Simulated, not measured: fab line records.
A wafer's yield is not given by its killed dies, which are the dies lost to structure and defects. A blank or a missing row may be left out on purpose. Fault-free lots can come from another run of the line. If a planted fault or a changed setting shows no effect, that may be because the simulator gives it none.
Matching of chambers ; flow nand_harc ; NHARC_A_BLC_STRIP_21 on rie_diel-11: 4 sister chambers
The step strips in O2. 30 wafers are shown with their chamber, then 12 later ones without.

## WAFERS WITH THEIR CHAMBER
wafer;chamber;drypump_motor_current_A (A);showerhead_plenum_p_Torr (Torr);oes_product_au (a.u.)
L075.3;2;6.2;3.56;1.013
L075.4;2;6.2;3.56;0.998
L075.5;3;5.3;3.70;0.998
L079.2;3;5.3;3.69;0.997
L079.5;2;6.2;3.56;0.997
L079.6;1;5.3;3.67;0.994
L080.3;3;5.4;3.70;0.997
L080.4;2;6.2;3.56;1.013
L080.5;3;5.4;3.70;1.002
L082.2;0;5.9;3.67;0.992
L082.3;3;5.4;3.69;0.988
L082.4;2;6.2;3.56;1.004
L081.1;0;5.9;3.66;0.992
L081.4;2;6.2;3.56;1.012
L081.5;1;5.3;3.67;1.010
L084.2;0;5.9;3.66;0.998
L084.4;2;6.2;3.56;0.996
L084.5;3;5.3;3.69;0.996
L085.1;1;5.3;3.67;1.002
L085.4;2;6.2;3.56;1.005
L085.6;2;6.2;3.56;1.007
L089.3;2;6.2;3.56;1.001
L089.4;1;5.3;3.67;1.013
L089.6;0;5.9;3.66;0.991
L088.1;2;6.2;3.56;0.993
L088.4;3;5.4;3.69;0.999
L088.6;1;5.3;3.67;0.999
L090.2;3;5.4;3.69;1.001
L090.4;1;5.3;3.67;1.015
L090.5;1;5.3;3.67;1.008

SIGNATURES (means of the wafers above)
reading;chamber 0;chamber 1;chamber 2;chamber 3;scatter within a chamber
drypump_motor_current_A;5.900;5.300;6.200;5.362;0.0269
showerhead_plenum_p_Torr;3.6625;3.6700;3.5600;3.6938;0.00318
oes_product_au;0.99325;1.00586;1.00355;0.99725;0.00629
Rule: for each reading, subtract the chamber's mean from the wafer's reading, divide by that reading's scatter and square the result; add these up over the readings and take the root, which gives the wafer's distance from the chamber. If the next closest chamber is less than 2 further off than the closest, the wafer can't be placed; otherwise it belongs to the closest. The scatter: take each reading less its chamber's mean, square it, sum over the shown wafers, divide by the number of wafers less the number of chambers, and take the root.

## WAFERS MISSING THEIR CHAMBER
wafer;drypump_motor_current_A (A);showerhead_plenum_p_Torr (Torr);oes_product_au (a.u.)
L093.1;6.2;3.56;1.004
L093.2;6.0;3.66;1.011
L093.6;6.2;3.56;1.011
L091.2;5.9;3.66;0.992
L091.3;5.3;3.67;0.994
L091.5;5.3;3.67;0.992
L096.2;6.2;3.55;1.009
L096.3;5.3;3.69;0.999
L096.4;5.3;3.67;1.011
L097.1;5.3;3.67;0.998
L097.2;5.3;3.69;0.998
L097.4;6.2;3.55;0.994

## WHICH CHAMBER EACH WENT THROUGH
wafer;from the rows above;in truth
L093.1;2;2
L093.2;0;0
L093.6;2;2
L091.2;0;0
L091.3;1;1
L091.5;1;1
L096.2;2;2
L096.3;3;3
L096.4;1;1
L097.1;1;1
L097.2;3;3
L097.4;2;2
12 of 12 placed correctly. Can't be placed from these rows: 0. Wrongly placed: 0.
